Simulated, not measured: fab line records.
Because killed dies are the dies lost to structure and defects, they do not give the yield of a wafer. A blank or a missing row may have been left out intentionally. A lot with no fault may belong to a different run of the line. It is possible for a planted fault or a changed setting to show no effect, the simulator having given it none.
Lot-split experiment -- flow n5_finfet -- route with 1938 steps; 7 lots, 21 wafers read

## THE SPLIT
At N5_SD_EPI_P_ETCH_16 (etches SiO2 in CHF3/O2, target depth 5 nm), the setting target_depth_a was moved away from the recipe's 50 angstrom on 7 of the 21 wafers read, by -7.0% to +9.9%. All remaining wafers had this setting at the recipe value.

The reading comes from the split's own step.

## THE READING
etch.depth_nm (the simulator's own value, which no gauge read), in nm, at N5_SD_EPI_P_ETCH_16 (etches SiO2 in CHF3/O2, target depth 5 nm). No usual value for it is given in the file. Here, 14 wafers ran the recipe; their average is 4.989 nm with a standard deviation of 0.063 nm.

wafer,"tool, chamber at the split","target_depth_a as run, angstrom",against the recipe,"etch.depth_nm, nm",against lot-mates on the recipe
L074.1,"rie_diel-04, 1",50,recipe,5.032,-
L074.3,"rie_diel-04, 0",47.31,-5.4%,4.674,-0.369
L074.5,"rie_diel-04, 3",50,recipe,5.055,-
L075.1,"rie_diel-03, 0",51.88,+3.8%,5.238,+0.365
L075.3,"rie_diel-03, 2",50,recipe,4.873,-
L075.6,"rie_diel-03, 2",51.88,+3.8%,5.044,+0.171
L076.3,"rie_diel-04, 1",52.69,+5.4%,5.29,+0.298
L076.5,"rie_diel-04, 1",50,recipe,4.992,-
L076.6,"rie_diel-04, 2",52.69,+5.4%,5.271,+0.279
L079.1,"rie_diel-03, 0",50,recipe,5.092,-
L079.5,"rie_diel-03, 0",54.95,+9.9%,5.631,+0.615
L079.6,"rie_diel-03, 1",50,recipe,4.941,-
L089.2,"rie_diel-04, 0",50,recipe,4.941,-
L089.4,"rie_diel-04, 3",50,recipe,5.055,-
L089.5,"rie_diel-04, 0",50,recipe,4.925,-
L091.1,"rie_diel-04, 2",50,recipe,5.038,-
L091.3,"rie_diel-04, 1",46.52,-7.0%,4.636,-0.362
L091.5,"rie_diel-04, 0",50,recipe,4.959,-
L096.2,"rie_diel-03, 2",50,recipe,5.057,-
L096.3,"rie_diel-03, 3",50,recipe,4.942,-
L096.5,"rie_diel-03, 1",50,recipe,4.943,-

THE FIT
A straight line over all 21 wafers: etch.depth_nm changes by +0.0566 nm for each +1% of target_depth_a; r = +0.95; the points scatter about the line by 0.069 nm.
The same after taking each lot's own level away (the mean of its wafers on the recipe; 21 wafers): +0.0599 nm for each +1%; r = +0.97; scatter 0.058 nm.
Per that fit: largest target_depth_a move, reading shift of 0.59 nm.
The span of the lots' own levels, 4.8730 to 5.0435 nm, comes to 2.7 times the standard deviation stated above.
The two slopes agree, so the slope changes little with the lot-to-lot level.
Check: for one of the wafers moved furthest among these (+9.9%), held out of the fit, the line's prediction against its lot-mates is +0.584 nm. It came out at +0.615 nm against them.

## THESE WAFERS: OTHER SPLITS
Other splits were also applied to these wafers ahead of the reading. Each is held against what the fit with the lots' levels taken away leaves over:
other split on the same wafers,wafers away from the commonest value,r with etch.depth_nm (lot level and that fit taken away)
N5_SD_EPI_N_DEVELOP_08 develop_time_s,8,+0.18

## FILE'S OWN FIT
etch.depth_nm changes by +0.0602 nm for each +1% of target_depth_a, r = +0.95.
